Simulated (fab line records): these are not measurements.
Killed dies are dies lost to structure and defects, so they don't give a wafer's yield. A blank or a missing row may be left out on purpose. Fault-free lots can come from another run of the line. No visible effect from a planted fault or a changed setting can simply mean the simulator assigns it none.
Chamber matching	flow n5-finfet	4 sister chambers for N5_BEOL_M0_SAQP_ETCH_49 on rie-diel-01
The step etches SiO2 in CF4/O2, target depth 37 nm. 8 wafers are shown with their chamber, then 9 later ones without.

== WAFERS, EACH WITH ITS CHAMBER ==
wafer	chamber	drypump-motor-current-A (A)	showerhead-plenum-p-Torr (Torr)
L080.2	1	5.59	2.27
L080.6	0	5.07	2.24
L083.1	3	5.65	2.14
L083.3	2	5.70	2.19
L083.5	0	5.08	2.23
L085.1	3	5.67	2.14
L085.2	1	5.57	2.27
L085.6	2	5.66	2.18

== WAFERS WITH NO CHAMBER GIVEN ==
wafer	drypump-motor-current-A (A)	showerhead-plenum-p-Torr (Torr)
L091.3	5.66	2.13
L091.4	5.66	2.13
L091.5	5.70	2.18
L094.1	5.68	2.18
L094.2	5.07	2.23
L094.4	5.67	2.13
L096.1	5.69	2.18
L096.2	5.60	2.26
L096.3	5.05	2.23

== WHICH CHAMBER EACH WENT THROUGH ==
wafer	from the rows above	in truth
L091.3	3	3
L091.4	3	3
L091.5	2	2
L094.1	2	2
L094.2	0	0
L094.4	3	3
L096.1	2	2
L096.2	1	1
L096.3	0	0
Correctly placed: 9 of 9. Can't be placed from these rows: 0. Placed wrongly: 0.
How it was worked out, from the rows above alone: a wafer's distance from a chamber is the root of the sum, over the readings, of the square of ((its reading less the chamber's mean) divided by the reading's scatter). The wafer belongs to the nearest chamber; if the next one is less than 2 further off, it can't be placed. A chamber's mean is the mean of its shown wafers. How the scatter is found: for the shown wafers, subtract from each reading the mean of its chamber, square and add these, divide the total by (wafers less chambers), then take the root.
